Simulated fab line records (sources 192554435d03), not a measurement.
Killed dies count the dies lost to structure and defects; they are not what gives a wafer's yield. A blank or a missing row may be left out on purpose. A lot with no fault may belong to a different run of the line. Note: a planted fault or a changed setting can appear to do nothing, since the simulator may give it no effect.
Lot-split experiment || flow n5 finfet || 39 wafers read from 7 lots, route of 1938 steps

== SPLIT DETAILS ==
At N5_WELL_APT_EXPOSE_05 (exposes mask NWELL, defocus 0 nm, target cd 200 nm), the setting dose mj was moved away from the recipe's 20.3 on 6 of the 39 wafers read, by -7.5% to -5.5%. All remaining wafers had this setting at the recipe value.

== FROM THE SPLIT TO THE READING: what the file shows between them, 3 steps ==
- N5_WELL_APT_PEB_06: peb time 90 s
- N5_WELL_APT_DEVELOP_07: develop time 45 s
- N5_WELL_APT_HARDBAKE_12: time 120 s

== THE READING ==
Shown in nm: cd nm at N5_WELL_APT_CD_MEAS_08, with target cd 200 nm. Fault-free wafers of this fab line usually give 199.8 nm, standard deviation 1.2 nm.

{"wafer": "L075.1", "tool, chamber at the split": "krf scanner-01, 0", "dose mj as run": 20.3, "against the recipe": "recipe", "cd nm, nm": 199.1, "against lot-mates on the recipe": "-"}
{"wafer": "L075.2", "tool, chamber at the split": "krf scanner-01, 0", "dose mj as run": 20.3, "against the recipe": "recipe", "cd nm, nm": 199.2, "against lot-mates on the recipe": "-"}
{"wafer": "L075.3", "tool, chamber at the split": "krf scanner-01, 0", "dose mj as run": 20.3, "against the recipe": "recipe", "cd nm, nm": 198.7, "against lot-mates on the recipe": "-"}
{"wafer": "L075.4", "tool, chamber at the split": "krf scanner-01, 0", "dose mj as run": 20.3, "against the recipe": "recipe", "cd nm, nm": 198.1, "against lot-mates on the recipe": "-"}
{"wafer": "L075.5", "tool, chamber at the split": "krf scanner-01, 0", "dose mj as run": 20.3, "against the recipe": "recipe", "cd nm, nm": 198.9, "against lot-mates on the recipe": "-"}
{"wafer": "L075.6", "tool, chamber at the split": "krf scanner-01, 0", "dose mj as run": 20.3, "against the recipe": "recipe", "cd nm, nm": 198.2, "against lot-mates on the recipe": "-"}
{"wafer": "L078.1", "tool, chamber at the split": "krf scanner-01, 0", "dose mj as run": 20.3, "against the recipe": "recipe", "cd nm, nm": 200.3, "against lot-mates on the recipe": "-"}
{"wafer": "L078.2", "tool, chamber at the split": "krf scanner-01, 0", "dose mj as run": 18.77, "against the recipe": "-7.5%", "cd nm, nm": 188.9, "against lot-mates on the recipe": -11.4}
{"wafer": "L078.3", "tool, chamber at the split": "krf scanner-01, 0", "dose mj as run": 18.77, "against the recipe": "-7.5%", "cd nm, nm": 189.2, "against lot-mates on the recipe": -11.1}
{"wafer": "L078.4", "tool, chamber at the split": "krf scanner-01, 0", "dose mj as run": 18.77, "against the recipe": "-7.5%", "cd nm, nm": 189.1, "against lot-mates on the recipe": -11.2}
{"wafer": "L078.5", "tool, chamber at the split": "krf scanner-01, 0", "dose mj as run": 20.3, "against the recipe": "recipe", "cd nm, nm": 200.0, "against lot-mates on the recipe": "-"}
{"wafer": "L078.6", "tool, chamber at the split": "krf scanner-01, 0", "dose mj as run": 20.3, "against the recipe": "recipe", "cd nm, nm": 200.7, "against lot-mates on the recipe": "-"}
{"wafer": "L080.1", "tool, chamber at the split": "krf scanner-02, 0", "dose mj as run": 20.3, "against the recipe": "recipe", "cd nm, nm": 199.3, "against lot-mates on the recipe": "-"}
{"wafer": "L080.2", "tool, chamber at the split": "krf scanner-02, 0", "dose mj as run": 20.3, "against the recipe": "recipe", "cd nm, nm": 198.6, "against lot-mates on the recipe": "-"}
{"wafer": "L080.3", "tool, chamber at the split": "krf scanner-02, 0", "dose mj as run": 20.3, "against the recipe": "recipe", "cd nm, nm": 199.7, "against lot-mates on the recipe": "-"}
{"wafer": "L080.4", "tool, chamber at the split": "krf scanner-02, 0", "dose mj as run": 19.18, "against the recipe": "-5.5%", "cd nm, nm": 188.9, "against lot-mates on the recipe": -10.3}
{"wafer": "L080.5", "tool, chamber at the split": "krf scanner-02, 0", "dose mj as run": 19.18, "against the recipe": "-5.5%", "cd nm, nm": 192.0, "against lot-mates on the recipe": -7.2}
{"wafer": "L080.6", "tool, chamber at the split": "krf scanner-02, 0", "dose mj as run": 19.18, "against the recipe": "-5.5%", "cd nm, nm": 189.6, "against lot-mates on the recipe": -9.6}
{"wafer": "L084.1", "tool, chamber at the split": "krf scanner-02, 0", "dose mj as run": 20.3, "against the recipe": "recipe", "cd nm, nm": 201.3, "against lot-mates on the recipe": "-"}
{"wafer": "L084.2", "tool, chamber at the split": "krf scanner-02, 0", "dose mj as run": 20.3, "against the recipe": "recipe", "cd nm, nm": 200.8, "against lot-mates on the recipe": "-"}
{"wafer": "L084.3", "tool, chamber at the split": "krf scanner-02, 0", "dose mj as run": 20.3, "against the recipe": "recipe", "cd nm, nm": 200.4, "against lot-mates on the recipe": "-"}
{"wafer": "L084.4", "tool, chamber at the split": "krf scanner-02, 0", "dose mj as run": 20.3, "against the recipe": "recipe", "cd nm, nm": 199.8, "against lot-mates on the recipe": "-"}
{"wafer": "L084.5", "tool, chamber at the split": "krf scanner-02, 0", "dose mj as run": 20.3, "against the recipe": "recipe", "cd nm, nm": 200.5, "against lot-mates on the recipe": "-"}
{"wafer": "L084.6", "tool, chamber at the split": "krf scanner-02, 0", "dose mj as run": 20.3, "against the recipe": "recipe", "cd nm, nm": 200.7, "against lot-mates on the recipe": "-"}
{"wafer": "L085.1", "tool, chamber at the split": "krf scanner-02, 0", "dose mj as run": 20.3, "against the recipe": "recipe", "cd nm, nm": 198.5, "against lot-mates on the recipe": "-"}
{"wafer": "L085.5", "tool, chamber at the split": "krf scanner-02, 0", "dose mj as run": 20.3, "against the recipe": "recipe", "cd nm, nm": 198.2, "against lot-mates on the recipe": "-"}
{"wafer": "L085.6", "tool, chamber at the split": "krf scanner-02, 0", "dose mj as run": 20.3, "against the recipe": "recipe", "cd nm, nm": 198.1, "against lot-mates on the recipe": "-"}
{"wafer": "L088.1", "tool, chamber at the split": "krf scanner-02, 0", "dose mj as run": 20.3, "against the recipe": "recipe", "cd nm, nm": 199.2, "against lot-mates on the recipe": "-"}
{"wafer": "L088.2", "tool, chamber at the split": "krf scanner-02, 0", "dose mj as run": 20.3, "against the recipe": "recipe", "cd nm, nm": 199.8, "against lot-mates on the recipe": "-"}
{"wafer": "L088.3", "tool, chamber at the split": "krf scanner-02, 0", "dose mj as run": 20.3, "against the recipe": "recipe", "cd nm, nm": 198.8, "against lot-mates on the recipe": "-"}
{"wafer": "L088.4", "tool, chamber at the split": "krf scanner-02, 0", "dose mj as run": 20.3, "against the recipe": "recipe", "cd nm, nm": 199.8, "against lot-mates on the recipe": "-"}
{"wafer": "L088.5", "tool, chamber at the split": "krf scanner-02, 0", "dose mj as run": 20.3, "against the recipe": "recipe", "cd nm, nm": 198.8, "against lot-mates on the recipe": "-"}
{"wafer": "L088.6", "tool, chamber at the split": "krf scanner-02, 0", "dose mj as run": 20.3, "against the recipe": "recipe", "cd nm, nm": 200.6, "against lot-mates on the recipe": "-"}
{"wafer": "L095.1", "tool, chamber at the split": "krf scanner-01, 0", "dose mj as run": 20.3, "against the recipe": "recipe", "cd nm, nm": 198.0, "against lot-mates on the recipe": "-"}
{"wafer": "L095.2", "tool, chamber at the split": "krf scanner-01, 0", "dose mj as run": 20.3, "against the recipe": "recipe", "cd nm, nm": 199.0, "against lot-mates on the recipe": "-"}
{"wafer": "L095.3", "tool, chamber at the split": "krf scanner-01, 0", "dose mj as run": 20.3, "against the recipe": "recipe", "cd nm, nm": 199.5, "against lot-mates on the recipe": "-"}
{"wafer": "L095.4", "tool, chamber at the split": "krf scanner-01, 0", "dose mj as run": 20.3, "against the recipe": "recipe", "cd nm, nm": 199.4, "against lot-mates on the recipe": "-"}
{"wafer": "L095.5", "tool, chamber at the split": "krf scanner-01, 0", "dose mj as run": 20.3, "against the recipe": "recipe", "cd nm, nm": 199.5, "against lot-mates on the recipe": "-"}
{"wafer": "L095.6", "tool, chamber at the split": "krf scanner-01, 0", "dose mj as run": 20.3, "against the recipe": "recipe", "cd nm, nm": 197.9, "against lot-mates on the recipe": "-"}

FIT RESULTS
A straight line over all 39 wafers: cd nm changes by +1.47 nm for each +1% of dose mj; r = +0.96; the points scatter about the line by 1 nm.
The same after taking each lot's own level away (the mean of its wafers on the recipe; 39 wafers): +1.54 nm for each +1%; r = +0.99; scatter 0.64 nm.
That fit puts the effect of the largest move of dose mj on the reading at 12 nm.
The lots' own levels span 198.27 to 200.58 nm, that is 1.9 times the standard deviation above.
So the lot-to-lot level changes the slope little: the two slopes agree.
Check: with one of the wafers moved furthest among these (-7.5%) left out of the fit, the line predicts -11.7 nm for it against its lot-mates. Against them it came out at -11.4 nm.

== THE WHOLE CHAIN: every reading that the file lists as answering this split, in the file's order ==
{"step": "N5_WELL_APT_CD_MEAS_08", "what it does": "target cd 200 nm", "reading": "cd nm", "change (the file's fit)": "+1.54 nm for each +1% of the setting", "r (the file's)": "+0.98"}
{"step": "N5_WELL_APT_DESCUM_13", "what it does": "chemistry O2, time 7.9 s", "reading": "WELL_APT.cd nm (the simulator's own value, which no gauge read)", "change (the file's fit)": "+1.56 nm for each +1% of the setting", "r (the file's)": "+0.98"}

== THE FILE'S OWN FIT ==
cd nm changes by +1.54 nm for each +1% of dose mj, r = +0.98.
